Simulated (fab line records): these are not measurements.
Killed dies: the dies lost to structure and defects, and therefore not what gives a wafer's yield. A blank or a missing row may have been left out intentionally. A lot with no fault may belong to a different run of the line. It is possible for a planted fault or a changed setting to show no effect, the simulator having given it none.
Chamber matching || flow nandHarc || NHARC_P_M2_STRIP_18 on rieDiel-11: 4 sister chambers
The step strips in N2/H2. 22 wafers are shown with their chamber, then 11 later ones without.

## WAFERS WITH THEIR CHAMBER
{"wafer": "L075.4", "chamber": 2, "showerheadPlenumPTorr (Torr)": 2.02, "drypumpMotorCurrentA (A)": 5.7, "throttleValvePct (%)": 14.190}
{"wafer": "L075.5", "chamber": 1, "showerheadPlenumPTorr (Torr)": 2.06, "drypumpMotorCurrentA (A)": 5.4, "throttleValvePct (%)": 14.185}
{"wafer": "L075.6", "chamber": 0, "showerheadPlenumPTorr (Torr)": 1.99, "drypumpMotorCurrentA (A)": 5.1, "throttleValvePct (%)": 14.176}
{"wafer": "L078.4", "chamber": 1, "showerheadPlenumPTorr (Torr)": 2.06, "drypumpMotorCurrentA (A)": 5.4, "throttleValvePct (%)": 14.175}
{"wafer": "L078.5", "chamber": 3, "showerheadPlenumPTorr (Torr)": 2.07, "drypumpMotorCurrentA (A)": 4.9, "throttleValvePct (%)": 14.162}
{"wafer": "L078.6", "chamber": 0, "showerheadPlenumPTorr (Torr)": 1.99, "drypumpMotorCurrentA (A)": 5.0, "throttleValvePct (%)": 14.175}
{"wafer": "L079.1", "chamber": 1, "showerheadPlenumPTorr (Torr)": 2.06, "drypumpMotorCurrentA (A)": 5.4, "throttleValvePct (%)": 14.176}
{"wafer": "L079.4", "chamber": 0, "showerheadPlenumPTorr (Torr)": 1.99, "drypumpMotorCurrentA (A)": 5.0, "throttleValvePct (%)": 14.156}
{"wafer": "L079.5", "chamber": 2, "showerheadPlenumPTorr (Torr)": 2.02, "drypumpMotorCurrentA (A)": 5.7, "throttleValvePct (%)": 14.162}
{"wafer": "L082.1", "chamber": 0, "showerheadPlenumPTorr (Torr)": 1.99, "drypumpMotorCurrentA (A)": 5.0, "throttleValvePct (%)": 14.189}
{"wafer": "L082.3", "chamber": 3, "showerheadPlenumPTorr (Torr)": 2.06, "drypumpMotorCurrentA (A)": 5.0, "throttleValvePct (%)": 14.172}
{"wafer": "L082.5", "chamber": 0, "showerheadPlenumPTorr (Torr)": 1.99, "drypumpMotorCurrentA (A)": 5.0, "throttleValvePct (%)": 14.157}
{"wafer": "L083.1", "chamber": 3, "showerheadPlenumPTorr (Torr)": 2.06, "drypumpMotorCurrentA (A)": 4.9, "throttleValvePct (%)": 14.151}
{"wafer": "L083.2", "chamber": 1, "showerheadPlenumPTorr (Torr)": 2.06, "drypumpMotorCurrentA (A)": 5.4, "throttleValvePct (%)": 14.163}
{"wafer": "L083.6", "chamber": 2, "showerheadPlenumPTorr (Torr)": 2.02, "drypumpMotorCurrentA (A)": 5.7, "throttleValvePct (%)": 14.174}
{"wafer": "L085.1", "chamber": 3, "showerheadPlenumPTorr (Torr)": 2.06, "drypumpMotorCurrentA (A)": 5.0, "throttleValvePct (%)": 14.163}
{"wafer": "L085.2", "chamber": 1, "showerheadPlenumPTorr (Torr)": 2.06, "drypumpMotorCurrentA (A)": 5.4, "throttleValvePct (%)": 14.169}
{"wafer": "L085.4", "chamber": 0, "showerheadPlenumPTorr (Torr)": 1.99, "drypumpMotorCurrentA (A)": 5.0, "throttleValvePct (%)": 14.160}
{"wafer": "L092.1", "chamber": 1, "showerheadPlenumPTorr (Torr)": 2.06, "drypumpMotorCurrentA (A)": 5.4, "throttleValvePct (%)": 14.202}
{"wafer": "L092.2", "chamber": 0, "showerheadPlenumPTorr (Torr)": 1.99, "drypumpMotorCurrentA (A)": 5.1, "throttleValvePct (%)": 14.173}
{"wafer": "L092.3", "chamber": 3, "showerheadPlenumPTorr (Torr)": 2.06, "drypumpMotorCurrentA (A)": 4.9, "throttleValvePct (%)": 14.171}
{"wafer": "L093.1", "chamber": 3, "showerheadPlenumPTorr (Torr)": 2.06, "drypumpMotorCurrentA (A)": 4.9, "throttleValvePct (%)": 14.162}

SIGNATURES, as means of the wafers listed above
{"reading": "showerheadPlenumPTorr", "chamber 0": 1.9900, "chamber 1": 2.0600, "chamber 2": 2.0200, "chamber 3": 2.0617, "scatter within a chamber": 0.00215}
{"reading": "drypumpMotorCurrentA", "chamber 0": 5.029, "chamber 1": 5.400, "chamber 2": 5.700, "chamber 3": 4.933, "scatter within a chamber": 0.0392}
{"reading": "throttleValvePct", "chamber 0": 14.16943, "chamber 1": 14.17833, "chamber 2": 14.17533, "chamber 3": 14.16350, "scatter within a chamber": 0.0118}
Rule: for each reading, subtract the chamber's mean from the wafer's reading, divide by that reading's scatter and square the result; add these up over the readings and take the root, which gives the wafer's distance from the chamber. If the next closest chamber is less than 2 further off than the closest, the wafer can't be placed; otherwise it belongs to the closest. The scatter: take each reading less its chamber's mean, square it, sum over the shown wafers, divide by the number of wafers less the number of chambers, and take the root.

## WAFERS WITHOUT THEIR CHAMBER
{"wafer": "L093.4", "showerheadPlenumPTorr (Torr)": 1.99, "drypumpMotorCurrentA (A)": 5.0, "throttleValvePct (%)": 14.175}
{"wafer": "L093.6", "showerheadPlenumPTorr (Torr)": 2.02, "drypumpMotorCurrentA (A)": 5.7, "throttleValvePct (%)": 14.176}
{"wafer": "L094.3", "showerheadPlenumPTorr (Torr)": 2.06, "drypumpMotorCurrentA (A)": 5.4, "throttleValvePct (%)": 14.168}
{"wafer": "L094.4", "showerheadPlenumPTorr (Torr)": 2.02, "drypumpMotorCurrentA (A)": 5.7, "throttleValvePct (%)": 14.172}
{"wafer": "L094.5", "showerheadPlenumPTorr (Torr)": 2.06, "drypumpMotorCurrentA (A)": 4.9, "throttleValvePct (%)": 14.186}
{"wafer": "L096.2", "showerheadPlenumPTorr (Torr)": 2.06, "drypumpMotorCurrentA (A)": 5.0, "throttleValvePct (%)": 14.161}
{"wafer": "L096.4", "showerheadPlenumPTorr (Torr)": 2.06, "drypumpMotorCurrentA (A)": 5.4, "throttleValvePct (%)": 14.169}
{"wafer": "L096.6", "showerheadPlenumPTorr (Torr)": 2.02, "drypumpMotorCurrentA (A)": 5.7, "throttleValvePct (%)": 14.165}
{"wafer": "L097.4", "showerheadPlenumPTorr (Torr)": 2.02, "drypumpMotorCurrentA (A)": 5.7, "throttleValvePct (%)": 14.180}
{"wafer": "L097.5", "showerheadPlenumPTorr (Torr)": 2.02, "drypumpMotorCurrentA (A)": 5.7, "throttleValvePct (%)": 14.195}
{"wafer": "L097.6", "showerheadPlenumPTorr (Torr)": 2.06, "drypumpMotorCurrentA (A)": 5.4, "throttleValvePct (%)": 14.180}

## WHICH CHAMBER EACH ONE RAN IN
{"wafer": "L093.4", "from the rows above": 0, "in truth": 0}
{"wafer": "L093.6", "from the rows above": 2, "in truth": 2}
{"wafer": "L094.3", "from the rows above": 1, "in truth": 1}
{"wafer": "L094.4", "from the rows above": 2, "in truth": 2}
{"wafer": "L094.5", "from the rows above": 3, "in truth": 3}
{"wafer": "L096.2", "from the rows above": 3, "in truth": 3}
{"wafer": "L096.4", "from the rows above": 1, "in truth": 1}
{"wafer": "L096.6", "from the rows above": 2, "in truth": 2}
{"wafer": "L097.4", "from the rows above": 2, "in truth": 2}
{"wafer": "L097.5", "from the rows above": 2, "in truth": 2}
{"wafer": "L097.6", "from the rows above": 1, "in truth": 1}
11 of 11 placed correctly. From these rows, 0 cannot be placed. 0 placed wrongly.
